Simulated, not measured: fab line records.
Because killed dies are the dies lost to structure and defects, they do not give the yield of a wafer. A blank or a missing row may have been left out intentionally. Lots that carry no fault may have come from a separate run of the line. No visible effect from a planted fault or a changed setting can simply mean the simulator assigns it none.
Check of tool commonality -- flow n5Finfet -- Lots sampled 12, wafers sampled 36

## REASON IT WAS OPENED
At N5_SDB_OVL_MEAS_12 the reading SDB_OVL is flagged on 2 of 12 lots. No-fault wafers: 0.7 nm, standard deviation 0.78.
Rule: a lot is flagged in two cases, either no wafer of it has a number, or all its wafers with numbers fall more than 4 standard deviations from that mean. All remaining lots are regarded as sound.

lot,measured,on,"SDB_OVL (nm), wafer by wafer",flag
L889,day 3 19:05,overlay-01,2.2 0.8 0.4,
L891,day 4 07:47,overlay-01,0.2 1.1 -0.6,
L893,day 4 18:47,overlay-01,0.1 0.2 0.5,
L894,day 5 01:22,overlay-02,1.7 0.5 1.0,
L897,day 5 18:37,overlay-02,-0.1 -1.1 1.6,
L898,day 6 02:08,overlay-01,1.2 1.8 0.7,
L903,day 7 05:41,overlay-02,9.6 11.0 10.9,FLAGGED
L904,day 7 12:23,overlay-02,9.2 9.5 9.4,FLAGGED
L905,day 7 21:06,overlay-01,0.9 -0.1 0.5,
L907,day 8 05:46,overlay-01,2.2 0.5 2.2,
L909,day 8 18:53,overlay-02,0.7 1.5 1.7,
L912,day 9 14:27,overlay-02,1.0 1.1 0.3,
The numbers of the flagged lots are 9.9 nm on average: +9.2 nm against the usual, or +12 standard deviations.

## TOOL THAT RAN EACH LOT
The record holds 2 process steps before the reading, out of a route of 1938 steps. Every cell lists first the tool, next ch and the chambers used by the sampled wafers, and last the start.
lot,flag,N5_ILD0_ALD_15,N5_SDB_EXPOSE_08
L889,,"aldSin-03 ch 1,3, day 3 16:02","arfiScanner-01 ch 0, day 3 18:56"
L891,,"aldSin-04 ch 0,1,2, day 4 04:45","arfiScanner-02 ch 0, day 4 07:38"
L893,,"aldSin-04 ch 0,2, day 4 15:46","arfiScanner-03 ch 0, day 4 18:38"
L894,,"aldSin-01 ch 2,3, day 4 22:20","arfiScanner-02 ch 0, day 5 01:13"
L897,,"aldSin-03 ch 0,2,3, day 5 15:35","arfiScanner-01 ch 0, day 5 18:28"
L898,,"aldSin-01 ch 1,2, day 5 23:07","arfiScanner-02 ch 0, day 6 01:59"
L903,FLAGGED,"aldSin-04 ch 0,1,2, day 7 02:46","arfiScanner-01 ch 0, day 7 05:31"
L904,FLAGGED,"aldSin-04 ch 0,2, day 7 09:29","arfiScanner-01 ch 0, day 7 12:14"
L905,,"aldSin-04 ch 1,2,3, day 7 18:04","arfiScanner-03 ch 0, day 7 20:57"
L907,,"aldSin-03 ch 0,2, day 8 02:44","arfiScanner-02 ch 0, day 8 05:37"
L909,,"aldSin-01 ch 0,2, day 8 15:50","arfiScanner-02 ch 0, day 8 18:44"
L912,,"aldSin-03 ch 0,2, day 9 11:25","arfiScanner-02 ch 0, day 9 14:17"
What these steps do:
- N5_ILD0_ALD_15: deposits SiNx, target thk 24 nm, pulse time 1 s, ald cycles 480.
- N5_SDB_EXPOSE_08: exposes mask SDB.
- N5_SDB_OVL_MEAS_12

## FLAGGED AGAINST TOTAL, ONE TOOL AT A TIME (gauges that did the reading follow at the end)
step,tool,lots run,flagged,share of the flagged lots,sound lots run after its first flagged lot
N5_ILD0_ALD_15,aldSin-01,3,0,none,-
N5_ILD0_ALD_15,aldSin-03,4,0,none,-
N5_ILD0_ALD_15,aldSin-04,5,2,all,1 (L905)
N5_SDB_EXPOSE_08,arfiScanner-01,4,2,all,0
N5_SDB_EXPOSE_08,arfiScanner-02,6,0,none,-
N5_SDB_EXPOSE_08,arfiScanner-03,2,0,none,-
N5_SDB_OVL_MEAS_12,overlay-01,6,0,none,-
N5_SDB_OVL_MEAS_12,overlay-02,6,2,all,"2 (L909,L912)"

## WHAT THE TABLE PERMITS
aldSin-04 at N5_ILD0_ALD_15, arfiScanner-01 at N5_SDB_EXPOSE_08 and overlay-02 at N5_SDB_OVL_MEAS_12: these 3 rows of the table ran every flagged lot.
- aldSin-04 at N5_ILD0_ALD_15 ran 5 lots, 2 of them flagged. Sound lots ran on it after the first flagged one (L905), which a lasting fault on the whole tool wouldn't allow.
- arfiScanner-01 at N5_SDB_EXPOSE_08 ran 4 lots, 2 of them flagged. Its last sound lot is L897 (day 5 18:28), its first flagged lot L903 (day 7 05:31): a fault that began between those two fits.
- overlay-02 at N5_SDB_OVL_MEAS_12 ran 6 lots, 2 of them flagged. Sound lots ran on it after the first flagged one (L909, L912), which a lasting fault on the whole tool wouldn't allow.
Left over: one tool, arfiScanner-01 at N5_SDB_EXPOSE_08.

## WHAT WAS PUT IN BY THE SIMULATOR
Scanner matching overlay: arfiScanner-01, from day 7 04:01 on, at N5_SDB_EXPOSE_08. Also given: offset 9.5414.
Lots struck among those shown: L903, L904. Same finding as the rule above.
